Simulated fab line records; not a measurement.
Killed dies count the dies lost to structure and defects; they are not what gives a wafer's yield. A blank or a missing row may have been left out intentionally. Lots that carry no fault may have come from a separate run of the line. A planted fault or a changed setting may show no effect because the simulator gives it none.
Which tool was responsible? + flow nand_harc + 72 wafers from 24 lots sampled at 2 of the route's 1159 steps

WHAT EACH GAUGE READ, for each wafer
NHARC_P_M0_CD_MEAS_16. Usual: cd_nm reads 89.6 nm (standard deviation 1.1).
| lot  | measured     | on        | cd_nm (nm)     | flag |
|------|--------------|-----------|----------------|------|
| L075 | day 6 04:57  | cd_sem-01 | 91.5 89.5 90.5 |      |
| L074 | day 6 05:36  | cd_sem-01 | 90.3 87.3 89.4 |      |
| L077 | day 6 08:44  | cd_sem-01 | 90.2 91.2 89.2 |      |
| L076 | day 6 13:38  | cd_sem-03 | 88.7 88.6 88.8 |      |
| L078 | day 6 19:36  | cd_sem-01 | 91.3 91.5 90.2 |      |
| L079 | day 6 20:10  | cd_sem-03 | 88.8 90.9 89.4 |      |
| L082 | day 7 17:54  | cd_sem-02 | 87.1 88.2 88.5 |      |
| L081 | day 7 18:23  | cd_sem-03 | 91.8 90.7 90.3 |      |
| L080 | day 7 18:56  | cd_sem-03 | 90.3 91.1 89.0 |      |
| L083 | day 8 02:59  | cd_sem-02 | 89.3 89.6 87.6 |      |
| L084 | day 8 11:37  | cd_sem-03 | 90.0 88.8 89.2 |      |
| L086 | day 8 23:14  | cd_sem-01 | 90.7 88.7 88.5 |      |
| L085 | day 8 23:49  | cd_sem-01 | 88.4 89.4 91.6 |      |
| L089 | day 9 02:02  | cd_sem-03 | 89.3 89.4 90.0 |      |
| L087 | day 9 04:46  | cd_sem-02 | 89.5 89.1 88.3 |      |
| L088 | day 9 10:41  | cd_sem-03 | 88.6 90.1 90.4 |      |
| L090 | day 10 02:25 | cd_sem-01 | 89.2 89.7 91.1 |      |
| L091 | day 10 02:50 | cd_sem-01 | 90.4 89.2 90.0 |      |
| L092 | day 10 08:21 | cd_sem-02 | 88.0 89.2 88.5 |      |
| L093 | day 10 13:28 | cd_sem-01 | 90.6 90.8 90.4 |      |
| L094 | day 10 15:22 | cd_sem-03 | 89.6 89.4 90.1 |      |
| L095 | day 11 00:26 | cd_sem-03 | 89.6 91.1 91.4 |      |
| L096 | day 11 05:21 | cd_sem-01 | 88.0 89.2 89.8 |      |
| L097 | day 11 13:41 | cd_sem-01 | 89.5 89.3 87.7 |      |

WHICH TOOL RAN EACH LOT (tool, then ch and the chambers of the sampled wafers, then the start)
| lot  | NHARC_P_M0_ETCH_34                 |
|------|------------------------------------|
| L075 | rie_diel-09 ch 0,1,2, day 6 04:44  |
| L074 | rie_diel-07 ch 1,2,3, day 6 05:23  |
| L077 | rie_diel-07 ch 2,3, day 6 08:31    |
| L076 | rie_diel-04 ch 0,1,3, day 6 13:25  |
| L078 | rie_diel-04 ch 0,1,3, day 6 19:20  |
| L079 | rie_diel-09 ch 1,3, day 6 19:58    |
| L082 | rie_diel-07 ch 0,1,2, day 7 17:42  |
| L081 | rie_diel-04 ch 0,1,3, day 7 18:10  |
| L080 | rie_diel-04 ch 0,1,3, day 7 18:43  |
| L083 | rie_diel-07 ch 0,2,3, day 8 02:47  |
| L084 | rie_diel-09 ch 0,1,3, day 8 11:25  |
| L086 | rie_diel-04 ch 0,2,3, day 8 23:02  |
| L085 | rie_diel-09 ch 0,1,2, day 8 23:34  |
| L089 | rie_diel-04 ch 0,1,2, day 9 01:50  |
| L087 | rie_diel-09 ch 1,2,3, day 9 04:33  |
| L088 | rie_diel-09 ch 1,3, day 9 10:26    |
| L090 | rie_diel-04 ch 0,1,2, day 10 02:13 |
| L091 | rie_diel-07 ch 1,2,3, day 10 02:37 |
| L092 | rie_diel-07 ch 0,1, day 10 08:08   |
| L093 | rie_diel-04 ch 1,2,3, day 10 13:14 |
| L094 | rie_diel-09 ch 1,2,3, day 10 15:08 |
| L095 | rie_diel-04 ch 0,1,3, day 11 00:14 |
| L096 | rie_diel-04 ch 0,1, day 11 05:08   |
| L097 | rie_diel-09 ch 0,1,2, day 11 13:29 |
- NHARC_P_M0_ETCH_34: etches the open film in N2/H2, target depth 40 nm, overetch 12 nm, time 43.94 s.

AS READ BY THE TOOLS THEMSELVES (means over the sampled wafers that have a number; for cases with no such wafer, the mark the record gives instead)
NHARC_P_M0_ETCH_34. Usual: bias_w 150.0 W, standard deviation 0.49; drypump_motor_current_A 5.6 A, standard deviation 0.41; oes_product_au 0.999 a.u., standard deviation 0.0095; rf_vpp_V 430 V, standard deviation 3.1; showerhead_plenum_p_Torr 2.02 Torr, standard deviation 0.11; throttle_valve_pct 14.170 %, standard deviation 0.0095.
| lot  | tool        | bias_w (W) | drypump_motor_current_A (A) | oes_product_au (a.u.) | rf_vpp_V (V) | showerhead_plenum_p_Torr (Torr) | throttle_valve_pct (%) | flag |
|------|-------------|------------|-----------------------------|-----------------------|--------------|---------------------------------|------------------------|------|
| L075 | rie_diel-09 | 149.4      | 5.2                         | 1.004                 | 427          | 1.96                            | 14.173                 |      |
| L074 | rie_diel-07 | 150.0      | 5.8                         | 1.010                 | 430          | 2.03                            | 14.165                 |      |
| L077 | rie_diel-07 | 150.2      | 5.7                         | 1.002                 | 433          | 2.09                            | 14.172                 |      |
| L076 | rie_diel-04 | 149.8      | 5.7                         | 1.000                 | 430          | 2.02                            | 14.173                 |      |
| L078 | rie_diel-04 | 149.9      | 5.6                         | 1.005                 | 430          | 2.02                            | 14.177                 |      |
| L079 | rie_diel-09 | 149.7      | 5.2                         | 0.985                 | 433          | 2.15                            | 14.161                 |      |
| L082 | rie_diel-07 | 150.1      | 5.4                         | 0.998                 | 433          | 2.12                            | 14.168                 |      |
| L081 | rie_diel-04 | 150.1      | 5.7                         | 0.989                 | 430          | 2.02                            | 14.160                 |      |
| L080 | rie_diel-04 | 150.3      | 5.7                         | 1.001                 | 431          | 2.02                            | 14.168                 |      |
| L083 | rie_diel-07 | 149.9      | 5.8                         | 1.007                 | 432          | 2.09                            | 14.170                 |      |
| L084 | rie_diel-09 | 149.7      | 5.2                         | 0.997                 | 431          | 2.05                            | 14.164                 |      |
| L086 | rie_diel-04 | 149.6      | 5.8                         | 1.002                 | 427          | 1.94                            | 14.166                 |      |
| L085 | rie_diel-09 | 149.9      | 5.2                         | 0.999                 | 427          | 1.96                            | 14.180                 |      |
| L089 | rie_diel-04 | 150.0      | 5.7                         | 1.007                 | 430          | 2.01                            | 14.167                 |      |
| L087 | rie_diel-09 | 150.3      | 5.2                         | 0.992                 | 431          | 2.05                            | 14.179                 |      |
| L088 | rie_diel-09 | 150.4      | 5.2                         | 0.990                 | 433          | 2.15                            | 14.172                 |      |
| L090 | rie_diel-04 | 149.8      | 5.7                         | 1.003                 | 430          | 2.01                            | 14.169                 |      |
| L091 | rie_diel-07 | 150.1      | 5.8                         | 0.998                 | 430          | 2.03                            | 14.177                 |      |
| L092 | rie_diel-07 | 149.9      | 5.7                         | 0.993                 | 432          | 2.06                            | 14.168                 |      |
| L093 | rie_diel-04 | 150.2      | 5.7                         | 1.008                 | 429          | 2.01                            | 14.164                 |      |
| L094 | rie_diel-09 | 149.3      | 5.3                         | 0.993                 | 431          | 2.05                            | 14.179                 |      |
| L095 | rie_diel-04 | 149.9      | 5.7                         | 0.997                 | 429          | 2.02                            | 14.169                 |      |
| L096 | rie_diel-04 | 150.3      | 5.5                         | 1.004                 | 431          | 2.09                            | 14.177                 |      |
| L097 | rie_diel-09 | 150.0      | 5.2                         | 0.995                 | 429          | 1.96                            | 14.166                 |      |

THE ANSWER, worked out from the rows above alone
Rule: lot off if the mean of its wafers having a number is beyond 3 standard deviations from the usual mean. Also off: a lot with no number at a reading for which 4 or more lots have one. Any other lot the step has rows for is counted as sound. First the gauges in route order, then the tools' own readings, where a lot's mean is used as printed above. The first step at which some lot is off is used, and at that step the reading that is off furthest; a lot without a number counts as furthest.
None of the lots is off at any reading shown; this tells nothing.

WHAT HAD BEEN PUT IN BY THE SIMULATOR
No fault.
